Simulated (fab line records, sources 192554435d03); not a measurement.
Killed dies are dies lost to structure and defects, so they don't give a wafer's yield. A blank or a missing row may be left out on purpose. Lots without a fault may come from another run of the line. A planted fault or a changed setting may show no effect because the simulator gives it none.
fab line records | flow n5_finfet
record lots=9 wafers=27 last_day=18
route steps=1938 shown BEOL_M1@839 BEOL_M2@843 BEOL_M4@1111 PASSIVATION@1936
lots that met no fault: from a run of the same line without faults
start_h: hours from the record's first day to the start of the lot's first wafer shown | wait_h: hours since the lot's step before | " the same as in the row above | L1.1+2: a row that stands for several wafers | - no value, or no start given | * or withheld: withheld | < > ~ a bound
route shown NAME@n: a module of which the file shows steps, and the number in the route of the first | usual: mean/standard deviation of fault-free wafers | same: alike in all rows | chamber/n: place in a boat | sites: the reading at each site | _std_site: their standard deviation | _edge_site: outer sites' mean less inner sites' | radius_mm: how far each site lies from the wafer's centre | mask NAME#n: copy n | behind: the tool/chamber that last shaped the wafer | hold: why the lot was held/for how many hours/how that ended | device: the transistor (n, p or np) that didn't switch | end of line: the same wafers' tests at the end of the route | a step without rows: its recipe alone | killed: dies lost to structure and defects at the first sort, not the wafer's yield | map: a wafer's dies, x killed, . not, _ none there
set.NAME: the setting as run; set.NAME@STEP: as run at that earlier step | model.NAME: the simulator's own value behind a step, which no gauge read
steps of the route over a sample of lots; a table a step, a row a wafer
services: from which hour (start_h, from the record's first day; less than 0 if before it) a tool's chamber was out of use, for how many hours, and why
## steps
# step N5_BEOL_M1_RS_MEAS_58
# recipe thk_meas_gauge=four-point-probe reads=Co_of_BEOL_M1_CO_CAP_55+Cu_of_BEOL_M1_ECD_50+Co_of_BEOL_M1_CVD_47+TaN_of_BEOL_M1_ALD_84
# usual M1_RS=0.67/0.032
# columns lot.wafer tool chamber start_h wait_h M1_RS[ohm/sq]
L198.2 film_metro-02 - 134.89 0.1 0.69
L198.3 " - " " 0.67
L198.4 " - " " 0.64
L199.3 film_metro-01 - 142.55 0.1 0.71
L199.4 " - " " 0.68
L199.5 " - " " 0.69
L211.1 film_metro-01 - 220.38 0.1 0.66
L211.3 " - " " 0.69
L211.4 " - " " 0.65
L212.1 film_metro-01 - 221.67 0.1 0.62
L212.4 " - " " 0.59
L212.5 " - " " 0.65
L213.3 film_metro-01 - 229.24 0.1 0.72
L213.5 " - " " 0.66
L213.6 " - " " 0.66
L214.3 film_metro-01 - 235.32 0.1 0.67
L214.4 " - " " 0.68
L214.6 " - " " 0.69
L216.2 film_metro-02 - 241.04 0.1 0.72
L216.3 " - " " 0.65
L216.4 " - " " 0.65
L219.2 film_metro-01 - 255.37 0.1 0.70
L219.3 " - " " 0.67
L219.4 " - " " 0.65
L221.1 film_metro-02 - 272.04 0.0 0.68
L221.4 " - " " 0.65
L221.5 " - " " 0.62
# step N5_BEOL_M2_PECVD_72
# recipe material=SiO2 target_thk_a=160 temp_c=400 precursor=TEOS/O2 pressure_torr=5.5 rf_w=450 teos_flow_sccm=53.8 gas=O2 flow_sccm=3000 time_s=18
# usual chamber_pressure_Torr=5.500/0.011 heater_power_w=741/140 showerhead_plenum_p_Torr=8.79/0.048 throttle_valve_pct=22.3/0.73
# columns lot.wafer tool chamber start_h wait_h chamber_pressure_Torr heater_power_w showerhead_plenum_p_Torr throttle_valve_pct
L198.2 pecvd-04 0 135.06 0.0 5.497 629 8.84 21.9
L198.3 " 1 " " 5.514 746 8.77 22.3
L198.4 " 2 " " 5.511 751 8.75 22.1
L199.3 pecvd-04 1 142.74 0.1 5.496 726 8.77 22.2
L199.4 " 2 " " 5.501 735 8.75 22.0
L199.5 " 2 " " 5.497 765 8.75 21.9
L211.1 pecvd-01 2 220.57 0.0 5.509 603 8.75 21.9
L211.3 " 1 " " 5.507 751 8.74 23.4
L211.4 " 2 " " 5.511 587 8.75 21.6
L212.1 pecvd-01 1 221.86 0.0 5.490 747 8.73 23.3
L212.4 " 2 " " 5.496 658 8.76 21.7
L212.5 " 0 " " 5.520 620 8.86 22.1
L213.3 pecvd-01 0 229.40 0.0 5.490 610 8.85 22.1
L213.5 " 2 " " 5.505 641 8.75 21.6
L213.6 " 0 " " 5.492 616 8.87 22.1
L214.3 pecvd-02 2 235.48 0.0 5.501 672 8.87 22.9
L214.4 " 1 " " 5.480 978 8.78 21.6
L214.6 " 2 " " 5.522 645 8.88 23.1
L216.2 pecvd-02 1 241.21 0.0 5.507 933 8.81 21.6
L216.3 " 0 " " 5.483 956 8.75 23.0
L216.4 " 2 " " 5.492 667 8.86 22.6
L219.2 pecvd-04 1 255.54 0.0 5.499 760 8.78 22.5
L219.3 " 0 " " 5.498 544 8.82 21.7
L219.4 " 0 " " 5.498 551 8.82 21.6
L221.1 pecvd-02 0 272.21 0.0 5.508 917 8.79 23.2
L221.4 " 0 " " 5.485 937 8.76 23.2
L221.5 " 1 " " 5.487 1049 8.78 21.3
# step N5_BEOL_M2_HM_DEP_02
# recipe material=TiN target_thk_a=200 temp_c=25 chamber_pressure_pa=0.49996
# usual throttle_valve_pct=29.6/1.1
# columns lot.wafer tool chamber start_h wait_h throttle_valve_pct
L198.2 pvd_sputter-01 - 137.15 2.1 27.7
L198.3 " - " " 27.7
L198.4 " - " " 30.5
L199.3 pvd_sputter-02 - 143.37 0.6 31.0
L199.4 " - " " 29.3
L199.5 " - " " 31.1
L211.1 pvd_sputter-02 - 220.62 0.0 30.4
L211.3 " - " " 29.0
L211.4 " - " " 31.1
L212.1 pvd_sputter-02 - 223.59 1.7 31.2
L212.4 " - " " 29.0
L212.5 " - " " 30.9
L213.3 pvd_sputter-03 - 229.47 0.1 30.9
L213.5 " - " " 30.7
L213.6 " - " " 28.6
L214.3 pvd_sputter-02 - 236.74 1.2 31.1
L214.4 " - " " 30.3
L214.6 " - " " 31.3
L216.2 pvd_sputter-02 - 242.60 1.4 30.9
L216.3 " - " " 29.1
L216.4 " - " " 30.4
L219.2 pvd_sputter-01 - 255.69 0.1 30.7
L219.3 " - " " 27.9
L219.4 " - " " 27.8
L221.1 pvd_sputter-01 - 274.65 2.4 28.9
L221.4 " - " " 27.8
L221.5 " - " " 29.0
# step N5_BEOL_M2_INSPECT_13
# recipe mode=adi inspect_instrument=brightfield
# usual raw_defect_count=400/81
# columns lot.wafer tool chamber start_h wait_h raw_defect_count
L198.2 defect_inspect-02 - 137.76 0.0 241
L198.3 " - " " 351
L198.4 " - " " 467
L199.3 defect_inspect-01 - 143.98 0.0 468
L199.4 " - " " 1780
L199.5 " - " " 1847
L211.1 defect_inspect-01 - 221.24 0.1 309
L211.3 " - " " 385
L211.4 " - " " 321
L212.1 defect_inspect-01 - 224.21 0.1 315
L212.4 " - " " 439
L212.5 " - " " 327
L213.3 defect_inspect-02 - 230.08 0.0 393
L213.5 " - " " 582
L213.6 " - " " 307
L214.3 defect_inspect-01 - 237.22 0.0 383
L214.4 " - " " 388
L214.6 " - " " 326
L216.2 defect_inspect-02 - 243.08 0.0 327
L216.3 " - " " 330
L216.4 " - " " 346
L219.2 defect_inspect-02 - 256.30 0.0 408
L219.3 " - " " 436
L219.4 " - " " 342
L221.1 defect_inspect-01 - 275.26 0.1 457
L221.4 " - " " 460
L221.5 " - " " 401
# step N5_BEOL_M2_STRIP_66
# recipe chemistry=CF4 resist=SiARC power_w=300 bias_power_w=75 pressure_mtorr=50 cf4_flow_sccm=150 rf_frequency_hz=6e+07
# usual drypump_motor_current_A=5.6/0.35 oes_product_au=0.78/0.086 rf_vpp_V=271.5/1.5 showerhead_plenum_p_Torr=1.81/0.053 throttle_valve_pct=13.48/0.19
# columns lot.wafer tool chamber start_h wait_h drypump_motor_current_A oes_product_au rf_hours_counter_h rf_vpp_V showerhead_plenum_p_Torr throttle_valve_pct
L198.2 rie_diel-05 3 138.01 0.0 5.7 0.72 189 272.8 1.79 13.54
L198.3 " 2 " " 5.8 0.70 177 273.7 1.85 13.29
L198.4 " 1 " " 5.4 0.67 245 269.9 1.78 13.95
L199.3 rie_diel-04 2 144.22 0.0 5.7 0.74 163 272.9 1.87 13.72
L199.4 " 1 " " 5.4 0.68 250 272.6 1.75 13.52
L199.5 " 2 " " 5.7 0.74 - 272.8 1.87 13.72
L211.1 rie_diel-05 0 221.54 0.0 5.6 0.83 65 274.4 1.91 13.53
L211.3 " 3 " " 5.7 0.70 221 270.0 1.78 13.63
L211.4 " 1 " " 5.4 0.93 12 271.6 1.78 13.43
L212.1 rie_diel-02 1 224.45 0.0 5.4 0.88 19 272.4 1.83 13.48
L212.4 " 0 " " 5.4 0.76 130 272.1 1.81 13.46
L212.5 " 1 " " 5.4 0.88 - 271.1 1.83 13.49
L213.3 rie_diel-04 3 230.33 0.0 5.0 0.86 53 274.0 1.88 13.21
L213.5 " 3 " " 5.0 0.87 - 272.1 1.88 13.20
L213.6 " 2 " " 5.7 0.72 - 272.5 1.86 13.79
L214.3 rie_diel-02 1 237.48 0.0 5.4 0.87 24 271.0 1.83 13.51
L214.4 " 3 " " 5.5 0.85 61 269.6 1.76 13.61
L214.6 " 1 " " 5.4 0.87 - 272.1 1.83 13.52
L216.2 rie_diel-05 2 243.43 0.0 5.8 0.69 218 272.1 1.84 13.39
L216.3 " 0 " " 5.6 0.82 72 272.2 1.91 13.54
L216.4 " 3 " " 5.7 0.69 228 271.7 1.78 13.65
L219.2 rie_diel-05 1 256.54 0.0 5.4 0.90 24 269.9 1.77 13.45
L219.3 " 3 " " 5.7 0.68 234 271.5 1.78 13.64
L219.4 " 0 " " 5.6 0.82 77 274.8 1.90 13.57
L221.1 rie_diel-02 0 275.51 0.0 5.4 0.76 146 270.6 1.81 13.48
L221.4 " 1 " " 5.4 0.84 36 271.4 1.83 13.55
L221.5 " 1 " " 5.4 0.85 - 272.0 1.83 13.54
# step N5_BEOL_M4_RC_MEAS_101
# usual DIBL_N=35.8/1.8 DIBL_P=35.9/2.2 IOFF_N=0.16/0.035 IOFF_P=0.21/0.04 ION_N=672/11 ION_P=461/7.4 SS_N=71.4/0.64 SS_P=73.2/0.67 VT_N=250/3.5 VT_P=-251/3.4
# columns lot.wafer tool chamber start_h wait_h DIBL_N[mV/V] DIBL_P[mV/V] IOFF_N[nA/um] IOFF_P[nA/um] ION_N[uA/um] ION_P[uA/um] SS_N[mV/dec] SS_P[mV/dec] VT_N[mV] VT_P[mV]
L198.2 prober-02 0 163.66 0.2 35.0 34.4 0.15 0.16 664 450 71.5 73.0 250 -254
L198.3 " 0 " " 35.8 36.3 0.17 0.19 691 467 72.1 73.8 248 -252
L198.4 " 0 " " 35.0 35.2 0.15 0.17 671 459 72.0 72.7 248 -252
L199.3 prober-01 0 183.41 0.3 34.9 36.2 0.17 0.23 675 468 71.4 74.0 247 -246
L199.4 " 0 " " 32.9 34.3 0.14 0.20 669 463 71.4 72.7 250 -250
L199.5 " 0 " " 34.9 36.9 0.17 0.25 677 476 71.0 72.8 245 -246
L211.1 prober-02 0 256.39 0.0 35.2 34.5 0.14 0.18 667 459 70.5 72.1 252 -250
L211.3 " 0 " " 37.3 37.3 0.16 0.22 684 467 71.4 72.6 250 -250
L211.4 " 0 " " 37.5 38.5 0.18 0.25 682 465 71.2 73.1 246 -249
L212.1 prober-02 0 259.85 0.0 34.3 34.6 0.13 0.21 658 462 71.3 73.0 253 -249
L212.4 " 0 " " 37.1 38.2 0.19 0.28 664 464 71.2 73.7 247 -246
L212.5 " 0 " " 35.0 35.8 0.15 0.23 669 470 70.5 72.3 249 -246
L214.3 prober-02 0 265.80 0.3 31.7 31.2 0.09 0.13 654 456 70.2 71.9 258 -256
L214.4 " 0 " " 34.5 35.6 0.13 0.19 667 461 70.7 73.1 251 -251
L214.6 " 0 " " 33.8 34.5 0.12 0.18 667 469 70.6 72.2 251 -251
L213.3 prober-02 0 277.37 0.3 37.4 36.8 0.21 0.27 697 478 71.8 73.6 245 -244
L213.5 " 0 " " 39.5 40.4 0.25 0.34 702 486 72.1 73.8 242 -243
L213.6 " 0 " " 34.0 33.2 0.13 0.20 667 462 70.4 72.5 252 -247
L216.2 prober-01 0 280.65 0.2 37.3 36.3 0.18 0.21 672 458 72.0 73.2 248 -251
L216.3 " 0 " " 37.0 35.8 0.16 0.20 682 464 70.6 73.4 249 -251
L216.4 " 0 " " 32.9 31.6 0.11 0.15 661 456 70.9 72.5 252 -256
L219.2 prober-01 0 287.94 0.2 37.1 37.8 0.17 0.21 679 458 72.1 74.1 246 -251
L219.3 " 0 " " 36.5 36.8 0.15 0.20 674 468 71.4 73.9 251 -255
L219.4 " 0 " " 33.7 32.5 0.11 0.15 660 454 70.9 72.8 255 -255
L221.1 prober-02 0 311.74 0.0 34.4 33.0 0.11 0.17 659 459 70.6 72.5 255 -251
L221.4 " 0 " " 35.2 34.1 0.12 0.18 658 459 71.7 72.9 255 -253
L221.5 " 0 " " 32.4 30.8 0.09 0.14 653 453 70.3 71.6 257 -255
# step N5_PASSIVATION_PROBE_49
# usual defect_limited_yield=91.0/1.5 killed_at_M0_to_M3=34/9.1 killed_at_M4_up=14/5.7 killed_at_contacts=13/5.7 killed_at_front_end=42/12 killed_at_other=4/3.4 killed_dies=106/17 killed_on_rim=14/4.3 killed_open=70/13 killed_short=34/7.5 sort_bin_5_function=5.2/0.94 sort_bin_6_memory=3.4/0.69 sort_bin_8_speed=0.00/0.029 sort_n_pass=1074/17 sort_yield_pct=91.0/1.5
# same gross_dies=1180 killed_at_back_side=0 sort_bin_4_leakage[%]=0
# columns lot.wafer tool chamber start_h wait_h defect_limited_yield[%] killed_at_M0_to_M3 killed_at_M4_up killed_at_contacts killed_at_front_end killed_at_other killed_dies killed_on_rim killed_open killed_short sort_bin_5_function[%] sort_bin_6_memory[%] sort_bin_8_speed[%] sort_n_pass sort_yield_pct[%]
L198.2 prober-01 - 270.90 0.1 91.4 46 14 10 31 1 102 15 71 28 4.6 3.6 0.08 1077 91.3
L198.3 prober-01 - 270.95 0.1 93.7 29 12 7 26 0 74 10 44 21 3.5 2.3 0 1106 93.7
L198.4 prober-01 - 271.00 0.2 92.0 39 14 10 27 4 94 16 60 27 5.0 2.6 0 1086 92.0
L199.3 prober-02 - 289.66 0.1 90.3 39 6 9 56 4 114 13 81 33 6.6 2.9 0 1066 90.3
L199.4 prober-02 - 289.71 0.2 81.4 152 14 11 43 0 220 26 56 29 11.0 3.0 0 960 81.4
L199.5 prober-02 - 289.76 0.2 82.4 160 6 11 30 1 208 29 48 26 10.0 3.4 0 972 82.4
L211.1 prober-02 - 356.70 0.0 91.9 26 12 10 45 3 96 12 65 28 4.5 3.2 0 1084 91.9
L211.3 prober-02 - 356.80 0.1 90.8 27 7 13 59 2 108 8 72 34 5.7 3.1 0 1072 90.8
L211.4 prober-02 - 356.85 0.2 91.4 21 13 13 50 4 101 17 74 24 5.4 2.9 0 1079 91.4
L214.3 prober-01 - 358.59 0.1 92.0 26 11 13 34 10 94 3 50 44 4.7 3.0 0 1086 92.0
L214.4 prober-01 - 358.64 0.2 93.1 29 18 4 28 2 81 13 61 20 3.6 3.1 0 1099 93.1
L214.6 prober-01 - 358.74 0.3 89.4 50 17 17 20 21 125 17 83 41 5.8 4.3 0 1055 89.4
L212.1 prober-02 - 359.47 0.0 93.8 25 13 3 28 4 73 11 45 23 3.7 2.1 0 1107 93.8
L212.4 prober-02 - 359.62 0.2 92.5 26 24 6 23 10 89 11 53 32 4.5 2.6 0 1091 92.5
L212.5 prober-02 - 359.67 0.2 91.5 26 22 10 32 10 100 13 62 36 5.0 2.9 0 1080 91.5
L213.3 prober-02 - 368.70 0.1 89.0 32 16 8 74 0 130 11 81 45 5.9 4.3 0 1050 89.0
L213.5 prober-02 - 368.80 0.2 89.5 23 21 23 55 2 124 19 90 34 5.9 3.9 0 1056 89.5
L213.6 prober-02 - 368.85 0.3 90.8 19 13 16 56 5 109 8 76 33 6.0 2.9 0 1071 90.8
L216.2 prober-01 - 380.92 0.1 92.2 20 17 19 35 1 92 11 66 26 4.2 3.3 0 1088 92.2
L216.3 prober-01 - 380.97 0.1 89.9 36 11 14 48 10 119 11 79 39 6.1 3.9 0 1061 89.9
L216.4 prober-01 - 381.02 0.2 91.3 35 12 13 42 1 103 15 72 31 5.5 3.1 0 1077 91.3
L219.2 prober-02 - 395.77 0.1 91.0 29 19 22 36 0 106 14 81 22 5.2 3.5 0 1074 91.0
L219.3 prober-02 - 395.82 0.1 91.7 18 22 13 43 2 98 10 63 35 5.1 3.1 0 1082 91.7
L219.4 prober-02 - 395.87 0.2 91.3 35 18 12 38 0 103 8 58 41 5.2 3.5 0 1077 91.3
L221.1 prober-01 - 421.81 0.0 93.3 32 9 16 21 1 79 8 58 20 4.0 2.7 0 1101 93.3
L221.4 prober-01 - 421.96 0.2 91.9 31 13 12 37 3 96 7 65 30 3.8 4.1 0 1084 91.9
L221.5 prober-01 - 422.01 0.2 88.3 49 11 25 51 2 138 17 92 44 7.5 3.9 0 1042 88.3
# killed by level:class
L198.2 BEOL_M3:geometric_particle:open=12 MOL_CONTACT_COAG:geometric_particle:open=9 BEOL_M0_SAQP:geometric_particle:open=9 DUMMY_GATE:geometric_particle:open=8 STI_FIN_REVEAL:geometric_particle:open=7 BEOL_M0_SAQP:geometric_particle:short=7 BEOL_M2:geometric_particle:open=7 BEOL_M4:geometric_particle:open=7
L198.3 BEOL_M2:geometric_particle:open=7 GATE_CUT:geometric_particle:short=6 MOL_CONTACT_COAG:geometric_particle:open=5 BEOL_M0_SAQP:geometric_particle:short=5 BEOL_M0_SAQP:geometric_particle:open=5 BEOL_M4:geometric_particle:open=5 BEOL_M1:geometric_particle:open=4 BEOL_M3:geometric_particle:open=4
L198.4 BEOL_M2:geometric_particle:open=12 BEOL_M0_SAQP:geometric_particle:short=8 MOL_CONTACT_COAG:geometric_particle:open=7 BEOL_M1:geometric_particle:open=6 BEOL_M4:geometric_particle:open=6 BEOL_M0_SAQP:geometric_particle:open=5 STI_FIN_REVEAL:geometric_particle:open=4 DUMMY_GATE:geometric_particle:open=4
L199.3 STI_FIN_REVEAL:geometric_particle:open=25 BEOL_M2:geometric_particle:open=14 MOL_CONTACT_COAG:geometric_particle:open=8 FIN_SAQP:geometric_particle:open=7 BEOL_M0_SAQP:geometric_particle:open=7 BEOL_M1:geometric_particle:open=6 BEOL_M0_SAQP:geometric_particle:short=6 STARTING-WAFER:geometric_particle:short=5
L199.4 BEOL_M2:unspecified=129 FIN_SAQP:geometric_particle:short=10 MOL_CONTACT_COAG:geometric_particle:open=10 STI_FIN_REVEAL:geometric_particle:open=9 BEOL_M1:geometric_particle:open=9 BEOL_M4:geometric_particle:open=7 BEOL_M0_SAQP:geometric_particle:short=7 FIN_SAQP:geometric_particle:open=6
L199.5 BEOL_M2:unspecified=133 STI_FIN_REVEAL:geometric_particle:open=9 MOL_CONTACT_COAG:geometric_particle:open=8 BEOL_M0_SAQP:geometric_particle:short=7 BEOL_M2:geometric_particle:open=7 FIN_SAQP:geometric_particle:short=4 DUMMY_GATE:geometric_particle:open=4 STI_FIN_REVEAL:geometric_particle:short=3
L211.1 FIN_SAQP:geometric_particle:open=12 BEOL_M3:geometric_particle:open=7 FIN_SAQP:geometric_particle:short=6 MOL_CONTACT_COAG:geometric_particle:open=6 STI_FIN_REVEAL:geometric_particle:open=5 BEOL_M0_SAQP:geometric_particle:open=5 BEOL_M1:geometric_particle:open=5 DUMMY_GATE:geometric_particle:open=4
L211.3 FIN_SAQP:geometric_particle:open=19 FIN_SAQP:geometric_particle:short=11 STI_FIN_REVEAL:geometric_particle:open=10 MOL_CONTACT_COAG:geometric_particle:open=9 BEOL_M3:geometric_particle:open=8 BEOL_M0_SAQP:geometric_particle:short=5 DUMMY_GATE:geometric_particle:open=4 GATE_CUT:geometric_particle:open=4
L211.4 FIN_SAQP:geometric_particle:open=17 MOL_CONTACT_COAG:geometric_particle:open=12 GATE_CUT:geometric_particle:open=6 BEOL_M0_SAQP:geometric_particle:short=5 BEOL_M3:geometric_particle:open=5 FIN_SAQP:geometric_particle:short=4 STI_FIN_REVEAL:geometric_particle:open=4 DUMMY_GATE:geometric_particle:open=4
L214.3 MOL_CONTACT_COAG:geometric_particle:open=11 FIN_SAQP:geometric_particle:short=9 FIN_SAQP:geometric_particle:open=7 BEOL_M0_SAQP:geometric_particle:short=6 BEOL_M3:geometric_particle:open=6 BEOL_M3:geometric_particle:short=6 PASS1_CAP:geometric_particle:short=5 STI_FIN_REVEAL:geometric_particle:open=3
L214.4 FIN_SAQP:geometric_particle:open=11 BEOL_M0_SAQP:geometric_particle:open=9 BEOL_M3:geometric_particle:open=7 BEOL_M4:geometric_particle:open=6 BEOL_M7:geometric_particle:open=6 FIN_SAQP:geometric_particle:short=5 STI_FIN_REVEAL:geometric_particle:open=5 BEOL_M0_SAQP:geometric_particle:short=5
L214.6 BEOL_M3:geometric_particle:open=14 MOL_CONTACT_COAG:geometric_particle:open=12 BEOL_M0_SAQP:geometric_particle:open=9 BEOL_M1:geometric_particle:open=8 BEOL_M3:geometric_particle:short=7 MOL_CONTACT_COAG:geometric_particle:short=5 BEOL_M4:geometric_particle:open=5 BEOL_M7:geometric_particle:open=5
L212.1 BEOL_M0_SAQP:geometric_particle:open=8 STI_FIN_REVEAL:geometric_particle:open=7 BEOL_M1:geometric_particle:open=7 FIN_SAQP:geometric_particle:open=6 BEOL_M0_SAQP:geometric_particle:short=5 DUMMY_GATE:geometric_particle:open=4 GATE_CUT:geometric_particle:short=3 BEOL_M2:geometric_particle:open=3
L212.4 BEOL_M4:geometric_particle:open=8 BEOL_M0_SAQP:geometric_particle:short=7 BEOL_M2:geometric_particle:open=7 FIN_SAQP:geometric_particle:open=5 BEOL_M0_SAQP:geometric_particle:open=5 BEOL_M4:geometric_particle:short=5 PASS1_CAP:geometric_particle:short=5 GATE_CUT:geometric_particle:open=4
L212.5 BEOL_M5:geometric_particle:open=7 MOL_CONTACT_COAG:geometric_particle:open=7 BEOL_M0_SAQP:geometric_particle:short=7 BEOL_M0_SAQP:geometric_particle:open=5 BEOL_M1:geometric_particle:open=5 BEOL_M3:geometric_particle:open=5 BEOL_M4:geometric_particle:open=5 FIN_SAQP:geometric_particle:open=4
L213.3 FIN_SAQP:geometric_particle:open=18 STI_FIN_REVEAL:geometric_particle:open=13 DUMMY_GATE:geometric_particle:open=12 BEOL_M2:geometric_particle:open=10 FIN_SAQP:geometric_particle:short=9 BEOL_M0_SAQP:geometric_particle:short=8 STI_FIN_REVEAL:geometric_particle:short=7 MOL_CONTACT_COAG:geometric_particle:open=6
L213.5 FIN_SAQP:geometric_particle:open=26 MOL_CONTACT_COAG:geometric_particle:open=20 BEOL_M4:geometric_particle:open=11 FIN_SAQP:geometric_particle:short=7 DUMMY_GATE:geometric_particle:open=5 BEOL_M0_SAQP:geometric_particle:open=5 BEOL_M1:geometric_particle:open=5 STARTING-WAFER:geometric_particle:short=4
L213.6 FIN_SAQP:geometric_particle:open=21 MOL_CONTACT_COAG:geometric_particle:open=13 FIN_SAQP:geometric_particle:short=9 STI_FIN_REVEAL:geometric_particle:open=9 BEOL_M4:geometric_particle:open=9 BEOL_M2:geometric_particle:open=5 BEOL_M0_SAQP:geometric_particle:short=4 STI_FIN_REVEAL:geometric_particle:short=3
L216.2 MOL_CONTACT_COAG:geometric_particle:open=14 BEOL_M7:geometric_particle:open=7 FIN_SAQP:geometric_particle:open=6 BEOL_M1:geometric_particle:open=6 FIN_SAQP:geometric_particle:short=5 STI_FIN_REVEAL:geometric_particle:open=5 MOL_CONTACT_COAG:geometric_particle:short=5 DUMMY_GATE:geometric_particle:open=4
L216.3 FIN_SAQP:geometric_particle:open=12 MOL_CONTACT_COAG:geometric_particle:open=12 BEOL_M1:geometric_particle:open=9 FIN_SAQP:geometric_particle:short=8 BEOL_M1:geometric_particle:short=8 DUMMY_GATE:geometric_particle:open=5 BEOL_M2:geometric_particle:open=5 BEOL_M3:geometric_particle:open=5
L216.4 FIN_SAQP:geometric_particle:open=12 MOL_CONTACT_COAG:geometric_particle:open=10 FIN_SAQP:geometric_particle:short=9 STI_FIN_REVEAL:geometric_particle:open=8 BEOL_M0_SAQP:geometric_particle:short=7 BEOL_M1:geometric_particle:open=7 BEOL_M2:geometric_particle:open=7 BEOL_M3:geometric_particle:open=5
L219.2 MOL_CONTACT_COAG:geometric_particle:open=17 STI_FIN_REVEAL:geometric_particle:open=10 BEOL_M1:geometric_particle:open=10 BEOL_M4:geometric_particle:open=8 BEOL_M3:geometric_particle:open=7 FIN_SAQP:geometric_particle:open=6 MOL_CONTACT_COAG:geometric_particle:short=5 BEOL_M5:geometric_particle:open=4
L219.3 BEOL_M4:geometric_particle:open=15 FIN_SAQP:geometric_particle:short=10 MOL_CONTACT_COAG:geometric_particle:open=10 GATE_CUT:geometric_particle:short=8 FIN_SAQP:geometric_particle:open=7 BEOL_M2:geometric_particle:open=6 STI_FIN_REVEAL:geometric_particle:open=4 BEOL_M0_SAQP:geometric_particle:open=4
L219.4 FIN_SAQP:geometric_particle:short=14 BEOL_M1:geometric_particle:open=11 MOL_CONTACT_COAG:geometric_particle:open=10 BEOL_M0_SAQP:geometric_particle:short=9 GATE_CUT:geometric_particle:short=7 STI_FIN_REVEAL:geometric_particle:open=6 FIN_SAQP:geometric_particle:open=5 BEOL_M4:geometric_particle:open=5
L221.1 MOL_CONTACT_COAG:geometric_particle:open=14 BEOL_M2:geometric_particle:open=8 FIN_SAQP:geometric_particle:open=6 BEOL_M0_SAQP:geometric_particle:open=6 BEOL_M0_SAQP:geometric_particle:short=5 BEOL_M1:geometric_particle:open=4 STI_FIN_REVEAL:geometric_particle:open=3 BEOL_M0:geometric_particle:short=3
L221.4 BEOL_M2:geometric_particle:open=10 MOL_CONTACT_COAG:geometric_particle:open=10 BEOL_M3:geometric_particle:open=7 FIN_SAQP:geometric_particle:short=6 FIN_SAQP:geometric_particle:open=6 STI_FIN_REVEAL:geometric_particle:open=5 DUMMY_GATE:geometric_particle:open=5 BEOL_M1:geometric_particle:open=4
L221.5 MOL_CONTACT_COAG:geometric_particle:open=17 FIN_SAQP:geometric_particle:open=16 BEOL_M1:geometric_particle:open=10 BEOL_M3:geometric_particle:open=10 BEOL_M2:geometric_particle:open=9 FIN_SAQP:geometric_particle:short=8 MOL_CONTACT_COAG:geometric_particle:short=8 BEOL_M2:geometric_particle:short=8
## services
# columns tool chamber start_h hours kind
pecvd-04 - 122.22 2.8 pm
rie_diel-02 2 123.38 3.3 repair
rie_diel-02 3 124.20 18.9 repair
rie_diel-05 2 127.78 5.4 repair
rie_diel-04 0 133.20 5.6 repair
pecvd-04 0 138.59 10.1 repair
rie_diel-02 1 143.12 - clean
rie_diel-02 1 143.12 - consumable_replace:focus_ring
rie_diel-02 1 143.12 20.1 scheduled_down
rie_diel-02 1 143.12 20.1 vent_cycle
rie_diel-04 1 144.24 - clean
rie_diel-04 1 144.24 - consumable_replace:focus_ring
pecvd-02 2 151.94 5.0 scheduled_down
rie_diel-05 1 153.82 - clean
rie_diel-05 1 153.82 - consumable_replace:focus_ring
rie_diel-05 1 153.82 20.4 scheduled_down
rie_diel-05 1 153.82 20.4 vent_cycle
pecvd-02 - 172.67 1.9 repair
pecvd-02 0 186.88 2.1 scheduled_down
rie_diel-05 3 207.52 3.0 repair
pecvd-02 - 217.46 14.6 pm
pecvd-04 1 220.31 5.5 scheduled_down
rie_diel-04 2 266.00 8.9 repair
pecvd-01 2 269.11 12.2 repair
## key
first_sign step=N5_BEOL_M2_INSPECT_13 reading=raw_defect_count direction=up sigmas=18 usual=400 struck=1814
effect step=N5_PASSIVATION_PROBE_49 reading=killed_at_M0_to_M3 direction=up sigmas=13 usual=34 struck=156
more_kills_born_at N5_BEOL_M2_PECVD_72@pecvd-04=262
met_at N5_BEOL_M2_PECVD_72
struck_lots L199
struck_wafers L199.4,L199.5
not_acting_at N5_BEOL_M1_RS_MEAS_58,N5_BEOL_M2_HM_DEP_02,N5_BEOL_M2_STRIP_66
onset_between 135.06 142.74
fault kind=chamber_particle_source tool=pecvd-04 chamber=2 onset_h=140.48 steps=N5_BEOL_M2_PECVD_72 rate_per_visit_cm2=2.2337 end_h=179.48
